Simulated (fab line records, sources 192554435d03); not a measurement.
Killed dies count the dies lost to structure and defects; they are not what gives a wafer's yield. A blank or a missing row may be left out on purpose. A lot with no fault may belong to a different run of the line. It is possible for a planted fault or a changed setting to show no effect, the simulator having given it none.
Chamber matching	flow n5 finfet	N5_BEOL_M7_ILD_DEP_00 on pecvd-04 has 3 sister chambers
The step deposits SiCOH lowk from DEMS/porogen, target thk 179.75 nm, time 33.4 s. 30 wafers are shown with their chamber, then 12 later ones without.

EACH WAFER AND ITS CHAMBER
wafer	chamber	throttle valve pct (%)	heater power w (W)	showerhead plenum p Torr (Torr)
L074.1	1	13.6	326	5.702
L074.3	0	14.3	315	5.747
L074.6	2	13.4	429	5.753
L077.1	2	13.2	410	5.746
L077.4	2	13.2	419	5.759
L077.5	0	14.5	314	5.740
L078.1	1	13.3	288	5.708
L078.3	2	13.2	450	5.760
L078.4	0	14.1	319	5.754
L080.1	1	13.3	285	5.713
L080.4	1	13.0	284	5.730
L080.6	2	13.1	441	5.744
L081.1	0	14.5	339	5.745
L081.3	1	13.2	260	5.723
L081.4	1	13.2	265	5.713
L083.2	2	13.3	441	5.749
L083.4	2	13.5	433	5.748
L083.6	1	13.5	305	5.716
L085.2	0	14.5	340	5.748
L085.3	1	13.3	286	5.730
L085.4	2	13.2	420	5.761
L090.3	0	14.5	338	5.761
L090.4	2	13.4	425	5.758
L090.5	0	14.5	338	5.739
L089.2	2	13.4	445	5.761
L089.3	1	13.3	287	5.715
L089.6	1	13.3	293	5.733
L088.1	2	13.2	406	5.765
L088.3	0	14.2	337	5.750
L088.6	0	14.4	272	5.763

SIGNATURES (averages over the wafers above)
reading	chamber 0	chamber 1	chamber 2	scatter within a chamber
throttle valve pct	14.389	13.300	13.282	0.147
heater power w	323.56	287.90	429.00	18.4
showerhead plenum p Torr	5.74967	5.71830	5.75491	0.00868
Rule: distance of a wafer from a chamber = root of the sum over the readings of ((wafer's reading minus chamber's mean) / reading's scatter) squared. If the next closest chamber is less than 2 further off than the closest, the wafer can't be placed; otherwise it belongs to the closest. The scatter: the root of (the sum of the squares of (reading less its chamber's mean) over the shown wafers, divided by (wafers less chambers)).

WAFERS WITH NO CHAMBER GIVEN
wafer	throttle valve pct (%)	heater power w (W)	showerhead plenum p Torr (Torr)
L091.1	14.8	284	5.755
L091.2	13.5	440	5.764
L091.6	13.3	311	5.723
L094.1	13.3	307	5.720
L094.2	14.4	312	5.762
L094.5	13.2	309	5.731
L095.2	13.3	301	5.732
L095.5	13.3	304	5.704
L095.6	13.4	450	5.763
L096.2	14.4	321	5.746
L096.4	13.7	354	5.766
L096.5	14.5	322	5.745

WHICH CHAMBER EACH WENT THROUGH
wafer	from the rows above	in truth
L091.1	0	0
L091.2	2	2
L091.6	1	1
L094.1	1	1
L094.2	0	0
L094.5	1	1
L095.2	1	1
L095.5	1	1
L095.6	2	2
L096.2	0	0
L096.4	can't be placed: 2 or 0 or 1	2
L096.5	0	0
11 of 12 placed correctly. Unplaceable from these rows: 1, with the true chamber sitting among the candidates in 1. Number placed wrongly: 0.
